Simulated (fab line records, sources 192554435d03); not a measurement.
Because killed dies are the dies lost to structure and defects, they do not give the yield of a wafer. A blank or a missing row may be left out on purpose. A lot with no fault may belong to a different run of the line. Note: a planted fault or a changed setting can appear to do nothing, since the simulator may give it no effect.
Split-lot experiment -- flow n5Finfet -- route with 1938 steps; 7 lots, 21 wafers read

## ABOUT THE SPLIT
At N5_MOL_CONTACT_COAG_ETCH_67 (etches SOC in N2/H2, target depth 60 nm, overetch 21 nm, time 101.2 s), the setting sourceW was moved away from the recipe's 840 W on 11 of the 21 wafers read, by -13.7% to +17.1%. For the rest of the wafers, this setting stayed at what the recipe calls for.

Reading taken at the split's own step.

## THE READING
rfVppV, in V, at N5_MOL_CONTACT_COAG_ETCH_67 (etches SOC in N2/H2, target depth 60 nm, overetch 21 nm, time 101.2 s). Typical for fault-free wafers on this fab line: 524.9 V, with standard deviation 1.7 V.

wafer,"tool, chamber at the split","sourceW as run, W",against the recipe,"rfVppV, V",against lot-mates on the recipe
L074.3,"rieDiel-05, 1",840,recipe,524.9,-
L074.4,"rieDiel-05, 0",724.6,-13.7%,551.8,+28.0
L074.6,"rieDiel-05, 0",840,recipe,522.8,-
L075.2,"rieDiel-02, 1",983.6,+17.1%,495.5,no lot-mate on the recipe
L075.3,"rieDiel-02, 3",983.6,+17.1%,496.6,no lot-mate on the recipe
L075.5,"rieDiel-02, 0",983.6,+17.1%,500.1,no lot-mate on the recipe
L086.2,"rieDiel-02, 2",916.4,+9.1%,508.2,-15.0
L086.5,"rieDiel-02, 2",916.4,+9.1%,507.9,-15.3
L086.6,"rieDiel-02, 1",840,recipe,523.2,-
L088.1,"rieDiel-05, 1",752.9,-10.4%,545.8,no lot-mate on the recipe
L088.3,"rieDiel-05, 3",752.9,-10.4%,546.7,no lot-mate on the recipe
L088.5,"rieDiel-05, 2",752.9,-10.4%,545.7,no lot-mate on the recipe
L089.1,"rieDiel-05, 1",970.8,+15.6%,501.0,-23.9
L089.3,"rieDiel-05, 2",840,recipe,526.8,-
L089.4,"rieDiel-05, 0",840,recipe,523.0,-
L092.1,"rieDiel-06, 2",840,recipe,525.5,-
L092.4,"rieDiel-06, 2",840,recipe,523.4,-
L092.6,"rieDiel-06, 0",840,recipe,522.6,-
L097.1,"rieDiel-06, 3",840,recipe,523.9,-
L097.3,"rieDiel-06, 2",902.1,+7.4%,512.1,-11.9
L097.4,"rieDiel-06, 2",840,recipe,524.2,-

THE FIT
A straight line over all 21 wafers: rfVppV changes by -1.75 V for each +1% of sourceW; r = -0.99; the points scatter about the line by 2.2 V.
The same after taking each lot's own level away (the mean of its wafers on the recipe; 15 wafers): -1.75 V for each +1%; r = -0.99; scatter 1.7 V.
Per that fit: largest sourceW move, reading shift of 30 V.
From 523.20 to 524.90 V: that is the span of the lots' own levels, equal to 1.0 times the standard deviation above.
Hence the lot-to-lot level has little effect on the slope; both slopes agree.
Check: for one of the wafers moved furthest among these (+15.6%), held out of the fit, the line's prediction against its lot-mates is -28.2 V. Against them it came out at -23.9 V.
Tool readings at the split's step, against how far the setting was moved: rfVppV r = -0.99.

## OTHER SPLITS APPLIED TO THESE WAFERS
Other splits were also applied to these wafers ahead of the reading. Each is held against what the fit with the lots' levels taken away leaves over:
other split on the same wafers,wafers away from the commonest value,r with rfVppV (lot level and that fit taken away)
N5_GATE_CUT_COAT_27 spinRpm,8,+0.02
N5_MOL_CONTACT_COAG_CONTACT_ETCH_14 sourceW,4,+0.18
N5_MOL_CONTACT_COAG_EXPOSE_37 doseMj,7,+0.18

## THE FILE'S OWN FIT
rfVppV changes by -1.73 V for each +1% of sourceW, r = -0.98.
